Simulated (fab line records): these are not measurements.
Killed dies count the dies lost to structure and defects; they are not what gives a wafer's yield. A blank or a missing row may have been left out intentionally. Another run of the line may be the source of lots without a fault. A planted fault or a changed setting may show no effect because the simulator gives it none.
2 desks, one fault :: flow nand_harc :: each desk holds nothing but its own numbers, with what lay behind them at the end

== THE DEFECT DESK ==
Lot by lot, what the route's inspections counted, given as the mean of those sampled wafers with a number. Any lot whose mean is over 4 standard deviations away from the usual mean is out of limits and marked OUT; that distance is given in the brackets.
Columns: A = raw_defect_count at NHARC_A_ZERO_WELL_INSPECT_17, usual 10; B = raw_defect_count at NHARC_A_SOURCE_PLATE_INSPECT_08, usual 58
lot: L375
first seen here: day 7 14:33
A: 8
B: 80

lot: L376
first seen here: day 7 20:10
A: 14
B: 57

lot: L381
first seen here: day 8 20:04
A: 7
B: 78

lot: L385
first seen here: day 10 08:02
A: 5
B: 377 (+16) OUT

lot: L394
first seen here: day 12 06:43
A: 13
B: 68
This desk finds L385 out of limits, L385 being first, at day 11 03:27 (raw_defect_count at NHARC_A_SOURCE_PLATE_INSPECT_08). L375, L376, L381, L394: within limits.

== METROLOGY DESK ==
Means of the sampled wafers that have a number, per lot and without regard to the tool the lot ran on: this is what the gauges read. Any lot whose mean is over 4 standard deviations away from the usual mean is out of limits and marked OUT; that distance is given in the brackets.
Columns: A = cd_nm at NHARC_A_ZERO_WELL_CD_MEAS_10, usual 2000.1 nm; B = thk_nm at NHARC_A_SOURCE_PLATE_THK_MEAS_09, usual 9.9 nm; C = thk_nm at NHARC_A_SOURCE_PLATE_THK_MEAS_06, usual 200.5 nm
lot: L375
first seen here: day 7 13:05
A: 1999.4
B: 8.5
C: 196.0

lot: L376
first seen here: day 7 18:42
A: 1999.9
B: 9.6
C: 198.6

lot: L381
first seen here: day 8 18:37
A: 2000.8
B: 10.8
C: 198.1

lot: L385
first seen here: day 10 06:31
A: 1997.6
B: 9.9
C: 202.3

lot: L394
first seen here: day 12 05:14
A: 1999.9
B: 10.1
C: 200.7
This desk found nothing out of limits on any of the 5 lots.

== BROUGHT TOGETHER ==
The defect desk could have raised an alarm at day 11 03:27, on L385.
At the metrology desk, nothing out of limits was observed.
The metrology desk has L385 on record, within its limits.
All the named lots went through NHARC_A_SOURCE_PLATE_PRECLEAN_00 on wet_bench-09.

== WHAT THE SIMULATOR HAD INSERTED ==
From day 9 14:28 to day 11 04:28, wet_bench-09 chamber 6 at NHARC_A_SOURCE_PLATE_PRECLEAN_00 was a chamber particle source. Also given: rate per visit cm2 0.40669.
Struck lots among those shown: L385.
Hours from the fault's start to each desk's first reading out of limits: the defect desk, 37.
